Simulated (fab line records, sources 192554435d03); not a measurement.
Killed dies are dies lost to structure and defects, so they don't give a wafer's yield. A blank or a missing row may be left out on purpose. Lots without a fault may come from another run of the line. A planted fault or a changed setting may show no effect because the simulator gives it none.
Which tool did it? | flow n5_finfet | 10 lots, 30 wafers sampled, at 5 steps of a route of 1938

WHAT THE GAUGES READ, wafer by wafer
N5_BEOL_M4_RC_MEAS_101. Usual: DIBL_N 35.7 mV/V, standard deviation 1.3; DIBL_P 35.4 mV/V, standard deviation 1.8; IOFF_N 0.152 nA/um, standard deviation 0.027; IOFF_P 0.20 nA/um, standard deviation 0.034; ION_N 672 uA/um, standard deviation 9.8; ION_P 461 uA/um, standard deviation 7.5; SS_N 71.4 mV/dec, standard deviation 0.55; SS_P 73.1 mV/dec, standard deviation 0.61; VT_N 251 mV, standard deviation 3.3; VT_P -251 mV, standard deviation 3.6.
lot  | measured     | on        | DIBL_N (mV/V)  | DIBL_P (mV/V)  | IOFF_N (nA/um)    | IOFF_P (nA/um) | ION_N (uA/um) | ION_P (uA/um) | SS_N (mV/dec)  | SS_P (mV/dec)  | VT_N (mV)   | VT_P (mV)      | flag
L672 | day 7 18:44  | prober-02 | 37.2 35.0 35.2 | 39.2 38.2 36.6 | 0.199 0.160 0.161 | 0.27 0.24 0.22 | 681 672 684   | 469 465 467   | 72.2 71.1 71.0 | 74.2 73.9 73.7 | 247 248 248 | -244 -246 -247 |
L674 | day 8 11:07  | prober-01 | 38.6 34.7 34.8 | 38.5 32.9 34.2 | 0.217 0.139 0.144 | 0.30 0.21 0.22 | 674 671 673   | 468 463 460   | 72.4 71.0 71.6 | 74.4 72.9 73.5 | 248 251 251 | -244 -249 -248 |
L675 | day 8 13:11  | prober-02 | 34.3 34.6 33.5 | 36.0 34.9 35.0 | 0.149 0.144 0.146 | 0.18 0.17 0.17 | 676 664 670   | 457 455 459   | 70.9 71.6 70.7 | 72.8 72.0 73.0 | 252 254 251 | -255 -253 -252 |
L680 | day 10 02:28 | prober-02 | 33.7 35.1 33.6 | 32.3 34.0 32.7 | 0.114 0.131 0.112 | 0.16 0.19 0.17 | 666 674 666   | 458 463 467   | 70.7 71.6 72.0 | 72.2 72.7 72.5 | 256 255 255 | -253 -253 -255 |
L686 | day 11 20:35 | prober-01 | 36.5 36.3 35.8 | 35.6 37.1 35.7 | 0.155 0.163 0.149 | 0.21 0.23 0.20 | 667 668 663   | 460 465 460   | 71.5 71.2 71.9 | 73.4 72.8 72.5 | 252 250 250 | -252 -247 -248 |
L688 | day 11 21:49 | prober-01 | 35.0 34.2 34.6 | 34.7 32.8 33.7 | 0.129 0.116 0.115 | 0.19 0.16 0.17 | 657 658 653   | 458 456 453   | 71.1 71.4 70.1 | 73.4 72.4 72.1 | 253 257 256 | -250 -252 -250 |
L691 | day 12 11:26 | prober-01 | 35.3 34.3 34.0 | 34.9 33.2 33.3 | 0.143 0.123 0.126 | 0.18 0.17 0.18 | 676 666 667   | 459 457 460   | 71.4 70.4 70.9 | 72.9 72.6 72.6 | 252 254 252 | -253 -254 -252 |
L693 | day 12 22:13 | prober-02 | 35.3 37.8 35.5 | 35.0 38.1 35.2 | 0.137 0.182 0.137 | 0.18 0.22 0.18 | 679 689 678   | 464 468 466   | 70.7 71.5 71.0 | 72.9 73.6 73.5 | 254 249 250 | -252 -249 -253 |
L694 | day 13 20:10 | prober-01 | 34.3 36.4 35.3 | 34.6 36.6 35.2 | 0.123 0.150 0.124 | 0.18 0.20 0.17 | 663 673 667   | 458 464 456   | 71.2 71.5 71.2 | 72.0 73.5 72.7 | 253 250 253 | -252 -250 -251 |
L695 | day 14 06:29 | prober-02 | 34.8 33.8 35.4 | 33.5 32.4 34.7 | 0.121 0.104 0.132 | 0.19 0.17 0.20 | 674 653 668   | 459 457 467   | 70.5 70.8 71.3 | 73.0 72.3 73.0 | 254 259 252 | -252 -253 -249 |

N5_BEOL_M13_CD_MEAS_10: target cd 190 nm. Usual: cd_nm 189.9 nm, standard deviation 1.3.
lot  | measured     | on        | cd_nm (nm)        | flag
L672 | day 11 02:00 | cd_sem-02 | 189.7 189.8 189.9 |
L674 | day 11 19:56 | cd_sem-03 | 189.3 190.2 188.8 |
L675 | day 11 19:31 | cd_sem-02 | 191.0 189.2 189.5 |
L680 | day 12 17:30 | cd_sem-02 | 189.5 189.7 189.6 |
L693 | day 15 20:46 | cd_sem-01 | 190.4 191.7 191.5 |
L694 | day 16 14:22 | cd_sem-02 | 187.7 188.5 186.8 |
L695 | day 17 02:48 | cd_sem-03 | 190.3 191.2 190.3 |

WHICH TOOL RAN EACH LOT (tool, then ch and the chambers of the sampled wafers, then the start)
lot  | N5_BEOL_M12_ETCH_68                | N5_BEOL_M12_DEGAS_41         | N5_BEOL_M12_DEP_53
L672 | rie_diel-05 ch 2,3, day 10 20:26   | pvd_sputter-01, day 11 00:07 | pecvd-02 ch 0,1,2, day 11 01:25
L674 | rie_diel-05 ch 0,2,3, day 11 13:01 | pvd_sputter-02, day 11 15:41 | pecvd-04 ch 1,2, day 11 19:20
L675 | rie_diel-05 ch 0,2,3, day 11 12:28 | pvd_sputter-02, day 11 15:19 | pecvd-04 ch 1,2, day 11 18:47
L680 | rie_diel-05 ch 1,2,3, day 12 14:10 | pvd_sputter-03, day 12 15:41 | pecvd-04 ch 1, day 12 16:54
L686 | rie_diel-06 ch 1,2,3, day 14 15:13 | pvd_sputter-03, day 14 20:29 | pecvd-04 ch 0,1,2, day 14 22:14
L688 | rie_diel-01 ch 0,1,3, day 14 11:28 | pvd_sputter-01, day 14 12:23 | pecvd-01 ch 0,2, day 14 14:23
L691 | rie_diel-01 ch 0,1,2, day 15 00:26 | pvd_sputter-02, day 15 01:47 | pecvd-01 ch 1,2, day 15 03:17
L693 | rie_diel-05 ch 0,2,3, day 15 16:44 | pvd_sputter-01, day 15 19:01 | pecvd-04 ch 1,2, day 15 20:11
L694 | rie_diel-05 ch 1,2, day 16 10:52   | pvd_sputter-02, day 16 12:01 | pecvd-02 ch 1,2, day 16 13:40
L695 | rie_diel-05 ch 0,1,2, day 17 00:02 | pvd_sputter-01, day 17 00:53 | pecvd-04 ch 0,2, day 17 02:02
- N5_BEOL_M12_ETCH_68: etches SOC in N2/H2, time 285 s.
- N5_BEOL_M12_DEGAS_41: time 60 s.
- N5_BEOL_M12_DEP_53: deposits SiCN from 3MS/NH3, target thk 30 nm, time 10.5 s.

WHAT THE TOOLS THEMSELVES READ (means of the sampled wafers that have a number; where no wafer has one, the mark that the record gives instead)
N5_BEOL_M12_ETCH_68. Usual: drypump_motor_current_A 5.6 A, standard deviation 0.46; oes_product_au 0.82 a.u., standard deviation 0.062; rf_vpp_V 524.2 V, standard deviation 2.8; showerhead_plenum_p_Torr 2.55 Torr, standard deviation 0.096; throttle_valve_pct 17.74 %, standard deviation 0.18.
lot  | tool        | drypump_motor_current_A (A) | oes_product_au (a.u.) | rf_vpp_V (V) | showerhead_plenum_p_Torr (Torr) | throttle_valve_pct (%) | flag
L672 | rie_diel-05 | 5.4                         | 0.84                  | 524.0        | 2.54                            | 17.81                  |
L674 | rie_diel-05 | 5.4                         | 0.84                  | 523.9        | 2.54                            | 17.68                  |
L675 | rie_diel-05 | 5.4                         | 0.84                  | 524.1        | 2.54                            | 17.66                  |
L680 | rie_diel-05 | 5.6                         | 0.83                  | 524.9        | 2.57                            | 17.67                  |
L686 | rie_diel-06 | 5.9                         | 0.88                  | 525.4        | 2.59                            | 17.78                  |
L688 | rie_diel-01 | 5.7                         | 0.86                  | 522.3        | 2.48                            | 17.64                  |
L691 | rie_diel-01 | 5.7                         | 0.86                  | 521.5        | 2.47                            | 17.73                  |
L693 | rie_diel-05 | 5.4                         | 0.80                  | 522.7        | 2.52                            | 17.74                  |
L694 | rie_diel-05 | 5.9                         | 0.80                  | 523.6        | 2.52                            | 17.72                  |
L695 | rie_diel-05 | 5.7                         | 0.80                  | 521.1        | 2.48                            | 17.74                  |

N5_BEOL_M12_DEGAS_41. Usual: heater_power_w 350 W, standard deviation 31.
lot  | tool           | heater_power_w (W) | flag
L672 | pvd_sputter-01 | 349                |
L674 | pvd_sputter-02 | 369                |
L675 | pvd_sputter-02 | 359                |
L680 | pvd_sputter-03 | 329                |
L686 | pvd_sputter-03 | 314                |
L688 | pvd_sputter-01 | 341                |
L691 | pvd_sputter-02 | 377                |
L693 | pvd_sputter-01 | 343                |
L694 | pvd_sputter-02 | 397                |
L695 | pvd_sputter-01 | 351                |

N5_BEOL_M12_DEP_53. Usual: chamber_pressure_Torr 2.999 Torr, standard deviation 0.0061; rf_fwd_power_W 666 W, standard deviation 3.5; showerhead_plenum_p_Torr 4.15 Torr, standard deviation 0.03; throttle_valve_pct 17.3 %, standard deviation 1.1.
lot  | tool     | chamber_pressure_Torr (Torr) | rf_fwd_power_W (W) | showerhead_plenum_p_Torr (Torr) | throttle_valve_pct (%) | flag
L672 | pecvd-02 | 3.000                        | 668                | 4.14                            | 16.7                   |
L674 | pecvd-04 | 2.997                        | 666                | 4.15                            | 17.3                   |
L675 | pecvd-04 | 2.994                        | 665                | 4.17                            | 16.6                   |
L680 | pecvd-04 | 2.996                        | 664                | 4.11                            | 18.1                   |
L686 | pecvd-04 | -                            | -                  | -                               | -                      | OFF
L688 | pecvd-01 | -                            | -                  | -                               | -                      | OFF
L691 | pecvd-01 | -                            | -                  | -                               | -                      | OFF
L693 | pecvd-04 | 3.002                        | 665                | 4.17                            | 16.5                   |
L694 | pecvd-02 | 3.001                        | 669                | 4.13                            | 16.6                   |
L695 | pecvd-04 | 2.999                        | 664                | 4.16                            | 16.8                   |

THE ANSWER, worked out from the rows above alone
Rule: a lot is off if the mean of its wafers that have a number lies more than 3 standard deviations from the usual mean. A lot without any number at a reading at which 4 lots or more have one is off too. The other lots that the step has rows for count as sound. The gauges are gone through in route order, then the tools' own readings, and for those a lot's mean is taken as printed above. The first step at which some lot is off is used, and at that step the reading that is off furthest; a lot without a number counts as furthest.
Off: L686, L688, L691, at N5_BEOL_M12_DEP_53 (chamber_pressure_Torr). Without a number there: L686, L688, L691.
A tool fits if, at that step or a process step before it, it ran every lot that is off, and no sound lot after the first of them. None of those tried fits.

WHAT THE SIMULATOR HAD PUT IN
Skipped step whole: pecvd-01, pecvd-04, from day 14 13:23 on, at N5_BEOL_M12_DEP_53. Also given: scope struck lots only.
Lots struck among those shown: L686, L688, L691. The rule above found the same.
